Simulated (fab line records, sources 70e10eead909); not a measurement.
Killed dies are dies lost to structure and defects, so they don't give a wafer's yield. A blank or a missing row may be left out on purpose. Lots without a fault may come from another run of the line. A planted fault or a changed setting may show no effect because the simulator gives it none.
Which tool did it? | flow nand_harc | 14 lots, 42 wafers sampled, at 5 steps of a route of 1302

WHAT THE GAUGES READ, wafer by wafer
NHARC_HYBRID_BOND_INSPECT_06: inspects for defects (ir void).
lot  | measured     | on                | raw_defect_count
L575 | day 23 10:36 | defect_inspect-01 | 128 92 111
L576 | day 24 05:00 | defect_inspect-01 | 136 170 163
L577 | day 24 05:01 | defect_inspect-02 | 56 59 56
L578 | day 24 05:00 | defect_inspect-02 | 80 90 67
L580 | day 25 04:37 | defect_inspect-02 | 122 122 129
L581 | day 26 03:38 | defect_inspect-02 | 101 113 110
L582 | day 26 19:53 | defect_inspect-01 | 74 63 85
L584 | day 27 09:35 | defect_inspect-01 | 88 86 76
L583 | day 27 22:32 | defect_inspect-01 | 91 77 69
L598 | day 33 08:38 | defect_inspect-02 | 77 82 70
L597 | day 34 00:53 | defect_inspect-02 | 112 85 114

NHARC_THIN_TSV_CD_MEAS_12: target cd 1000 nm.
lot  | measured     | on        | cd_nm (nm)
L575 | day 23 14:21 | cd_sem-01 | 1002.4 1001.1 1002.8
L576 | day 24 08:55 | cd_sem-01 | 1004.1 1003.1 1003.1
L577 | day 24 10:07 | cd_sem-01 | 1000.9 1001.8 1002.8
L578 | day 24 07:37 | cd_sem-03 | 1000.0 997.6 996.5
L580 | day 25 07:26 | cd_sem-01 | 1001.6 1000.0 997.6
L581 | day 26 06:13 | cd_sem-02 | 1002.6 1002.5 1000.6
L582 | day 26 22:34 | cd_sem-01 | 1002.6 996.4 1003.1
L584 | day 27 12:16 | cd_sem-01 | 1004.7 999.7 1003.2
L583 | day 28 02:25 | cd_sem-03 | 998.3 1002.9 997.2
L598 | day 33 11:18 | cd_sem-01 | 1001.3 1001.5 1001.3
L597 | day 34 03:35 | cd_sem-03 | 1000.1 997.2 998.7

NHARC_END_SORT_01.
lot  | measured     | on        | killed_at_array | killed_at_other | killed_at_periphery | killed_dies | killed_open | killed_short
L587 | day 30 03:11 | prober-01 | 674 673 672     | 2 1 1           | 1 3 4               | 677 677 677 | 2 7 3       | 1 2 1
L592 | day 30 15:19 | prober-01 | 671 673 673     | 1 0 1           | 5 4 3               | 677 677 677 | 6 2 2       | 2 0 0
L591 | day 31 05:11 | prober-02 | 669 675 669     | 0 1 0           | 8 1 8               | 677 677 677 | 4 3 1       | 4 4 3

WHICH TOOL RAN EACH LOT (tool, then ch and the chambers of the sampled wafers, then the start)
lot  | NHARC_A_CONTACT_DEP_58          | NHARC_A_M1_DEP_33
L575 | pecvd-03 ch 0,1, day 21 16:09   | pecvd-01 ch 0,2, day 22 21:55
L576 | pecvd-02 ch 0,1, day 22 08:46   | pecvd-03 ch 1,2, day 23 11:25
L577 | pecvd-01 ch 0,1,2, day 22 09:02 | pecvd-04 ch 1,2, day 23 11:47
L578 | pecvd-01 ch 0,2, day 22 11:37   | pecvd-04 ch 0,2, day 23 13:47
L580 | pecvd-01 ch 0,1, day 23 10:43   | pecvd-04 ch 0,1, day 24 13:23
L581 | pecvd-01 ch 0,1,2, day 24 10:28 | pecvd-04 ch 1,2, day 25 13:31
L582 | pecvd-02 ch 0,1, day 25 02:46   | pecvd-03 ch 1,2, day 26 04:35
L584 | pecvd-01 ch 0,1, day 25 15:35   | pecvd-01 ch 0,1, day 26 19:35
L583 | pecvd-02 ch 0,1,2, day 26 03:55 | pecvd-04 ch 1,2, day 27 06:34
L587 | pecvd-01 ch 0,1,2, day 27 11:01 | -
L592 | pecvd-01 ch 0,1,2, day 28 05:17 | -
L591 | pecvd-01 ch 0,2, day 28 12:21   | -
L598 | pecvd-01 ch 1,2, day 31 11:17   | pecvd-03 ch 0,2, day 32 19:10
L597 | pecvd-03 ch 1,2, day 32 04:24   | pecvd-04 ch 0,1,2, day 33 08:17
- NHARC_A_CONTACT_DEP_58: deposits SiON, target thk 90 nm.
- NHARC_A_M1_DEP_33: deposits SiCN, target thk 30 nm.

WHAT THE TOOLS THEMSELVES READ (means of the sampled wafers that have a number; where no wafer has one, the mark that the record gives instead)
NHARC_A_CONTACT_DEP_58.
lot  | tool     | heater_power_outer_w (W) | heater_power_w (W) | susceptor_temp_C (C)
L575 | pecvd-03 | 402                      | 672                | 400.15
L576 | pecvd-02 | 419                      | 700                | 400.12
L577 | pecvd-01 | 563                      | 898                | 399.81
L578 | pecvd-01 | 560                      | 855                | 400.04
L580 | pecvd-01 | 470                      | 794                | 400.25
L581 | pecvd-01 | 547                      | 870                | 399.99
L582 | pecvd-02 | 473                      | 755                | 400.14
L584 | pecvd-01 | 526                      | 858                | 399.99
L583 | pecvd-02 | 411                      | 684                | 400.00
L587 | pecvd-01 | 523                      | 829                | 399.79
L592 | pecvd-01 | 552                      | 881                | 400.35
L591 | pecvd-01 | 586                      | 894                | 400.20
L598 | pecvd-01 | 554                      | 897                | 400.17
L597 | pecvd-03 | 469                      | 749                | 399.74

NHARC_A_M1_DEP_33.
lot  | tool     | heater_power_outer_w (W) | heater_power_w (W) | susceptor_temp_C (C)
L575 | pecvd-01 | 455                      | 705                | 369.95
L576 | pecvd-03 | 305                      | 513                | 370.07
L577 | pecvd-04 | 342                      | 583                | 369.76
L578 | pecvd-04 | 399                      | 675                | 370.24
L580 | pecvd-04 | 363                      | 611                | 370.03
L581 | pecvd-04 | 324                      | 551                | 370.18
L582 | pecvd-03 | 352                      | 587                | 370.00
L584 | pecvd-01 | 392                      | 691                | 369.66
L583 | pecvd-04 | 312                      | 535                | 369.87
L598 | pecvd-03 | 314                      | 528                | 370.09
L597 | pecvd-04 | 358                      | 613                | 369.70

THE ANSWER, worked out from the rows above alone
Rule: what is usual is taken from the lots themselves. Put in order of their means at a reading, lots are off if they are a third of the lots or fewer, leave a main group of 4 or more, and stand apart from it by a gap of 3 or more times the standard deviation of the main group's means; of several such gaps the widest counts. A main group whose means are all the same, to the digits that the tables above print for the reading, isn't used. A lot without any number at a reading at which 4 lots or more have one is off too. The other lots that the step has rows for count as sound. The gauges are gone through in route order, then the tools' own readings, and for those a lot's mean is taken as printed above. The first step at which some lot is off is used, and at that step the reading that is off furthest; a lot without a number counts as furthest.
No lot is off at any reading shown: from this, nothing can be told.

WHAT THE SIMULATOR HAD PUT IN
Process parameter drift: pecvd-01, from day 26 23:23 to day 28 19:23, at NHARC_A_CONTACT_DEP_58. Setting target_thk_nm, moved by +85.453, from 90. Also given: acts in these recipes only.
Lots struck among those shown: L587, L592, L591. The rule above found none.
